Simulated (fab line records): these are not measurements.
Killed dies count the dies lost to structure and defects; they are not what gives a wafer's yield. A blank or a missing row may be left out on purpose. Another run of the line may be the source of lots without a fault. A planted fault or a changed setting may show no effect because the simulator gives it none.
A struck lot beside a sound one :: flow nand_harc :: 32 out of 1302 route steps
Sound: these wafers, L844.1, L844.2, L844.5. Wafers L830.4, L830.5, L830.6 were the ones struck. The cause is named last.
For every step that has rows: the tool of each side, followed by ch and its chambers, followed by its first start. Under that, the readings that differ: sound wafers :: struck wafers :: difference of the means :: sigmas: that difference in standard deviations of wafers without a fault.
alike: words and numbers the same on both sides, and readings whose means are apart by under 2 such deviations; not compared: readings that were withheld, readings missing a value for some wafer, numbers with overlapping values and no deviation given by the record, and bounds like >300 which may hide the same value.
Wherever a step has rows on one side only, a row that says differs or no value, or a row with sigmas, the two part there. Numbers that don't overlap but have no deviation are shown without sigmas and don't part them. Lack of a reading on every wafer of one side parts them only where that side has two or more wafers.

first, 9 steps without rows for these wafers: NHARC_A_CHANNEL_HOLE_D2_COAT_37 (time 65 s); NHARC_A_CHANNEL_HOLE_D2_COAT_04 (resist thk 90 nm); NHARC_A_CHANNEL_HOLE_D2_SOFTBAKE_05 (time 55 s); NHARC_A_CHANNEL_HOLE_D2_EBR_06; NHARC_A_CHANNEL_HOLE_D2_EXPOSE_07 (exposes mask HOLE D2, target cd 100 nm); NHARC_A_CHANNEL_HOLE_D2_PEB_08 (peb time 65 s); NHARC_A_CHANNEL_HOLE_D2_DEVELOP_09 (develop time 35 s); NHARC_A_CHANNEL_HOLE_D2_DESCUM_15 (chemistry O2, time 3 s); NHARC_A_CHANNEL_HOLE_D2_ETCH_38 (etches the open film in CF4, target depth 39 nm, time 65 s).
NHARC_A_CHANNEL_HOLE_D2_ETCH_39: etches the open film in N2/H2, target depth 260 nm, time 325 s.
  sound on rie_diel-10 ch 0,1,3, day 21 07:32; struck on rie_diel-10 ch 0,3, day 15 15:22
  alike: drypump_motor_current_A, oes_product_au, rf_vpp_V, showerhead_plenum_p_Torr, throttle_valve_pct
  not compared: rf_hours_counter_h
then, 19 steps without rows for these wafers: NHARC_A_CHANNEL_HOLE_D2_ETCH_34 (etches the open film in CF4/CHF3, target depth 154 nm, time 77 s); NHARC_A_CHANNEL_HOLE_D2_ETCH_16 (etches the open film in O2/COS, target depth 3100 nm, time 806 s); NHARC_A_CHANNEL_HOLE_D2_ETCH_19 (etches the open film in C4F8/O2/Ar, time 34.5 s); NHARC_A_CHANNEL_HOLE_D2_ETCH_20 (etches the open film in C4F8/O2/Ar, time 361.9 s, target depth 1600 nm); NHARC_A_CHANNEL_HOLE_D2_ETCH_21 (etches the open film in C4F8/O2/Ar, time 514.3 s, target depth 1600 nm); NHARC_A_CHANNEL_HOLE_D2_ETCH_22 (etches the open film in C4F8/O2/Ar, time 666.7 s, target depth 1600 nm); NHARC_A_CHANNEL_HOLE_D2_ETCH_23 (etches the open film in C4F8/O2/Ar, time 819 s, target depth 1600 nm); NHARC_A_CHANNEL_HOLE_D2_ETCH_24 (etches the open film in C4F8/O2/Ar, time 906.2 s, target depth 1500 nm); NHARC_A_CHANNEL_HOLE_D2_ETCH_25 (etches the open film in C4F8/O2/Ar, time 1040.2 s, target depth 1500 nm); NHARC_A_CHANNEL_HOLE_D2_ETCH_26 (etches the open film in C4F8/O2/Ar, time 224.1 s, target depth 300 nm); NHARC_A_CHANNEL_HOLE_D2_ETCH_27 (etches the open film in C4F8/O2/Ar, time 90 s, target depth 400 nm); NHARC_A_CHANNEL_HOLE_D2_STRIP_41 (strips in N2/H2); NHARC_A_CHANNEL_HOLE_D2_STRIP_42 (strips in CF4/CHF3); NHARC_A_CHANNEL_HOLE_D2_STRIP_43 (strips in O2/COS); NHARC_A_CHANNEL_HOLE_D2_ETCH_44 (etches the open film in CF4/O2, target depth 140 nm, overetch 14 nm, time 77 s); NHARC_A_CHANNEL_HOLE_D2_STRIP_28 (strips in O2); NHARC_A_CHANNEL_HOLE_D2_PRECLEAN_29 (cleans in SC1); NHARC_A_CHANNEL_HOLE_D2_SRD_30; NHARC_A_CHANNEL_HOLE_D2_XSEM_32.
NHARC_A_CHANNEL_HOLE_D2_INSPECT_40:
  sound on defect_inspect-01 at day 21 14:11; struck on defect_inspect-01 at day 15 22:08
reading: raw_defect_count
sound: 276 294 326
struck: 558 540 593
difference: +265
sigmas: +3
then, 1 step without rows for these wafers: NHARC_A_CHANNEL_FILL_D2_PRECLEAN_00 (cleans in SC1).
-- the record jumps here: 11 days lie between the struck wafers' starts before and after (it left off in module A_CHANNEL_FILL_D2 and takes up again in module END, whose first step shown is number 1302 of the route) --
NHARC_END_SORT_01:
  only the struck wafers appear in the record here, on prober-02 ch 0 at day 27 09:59; the sound ones have no rows

== WHERE THEY PART ==
Earliest at NHARC_A_CHANNEL_HOLE_D2_INSPECT_40; latest, in this record, at NHARC_END_SORT_01.

WHY: the cause the simulator had injected
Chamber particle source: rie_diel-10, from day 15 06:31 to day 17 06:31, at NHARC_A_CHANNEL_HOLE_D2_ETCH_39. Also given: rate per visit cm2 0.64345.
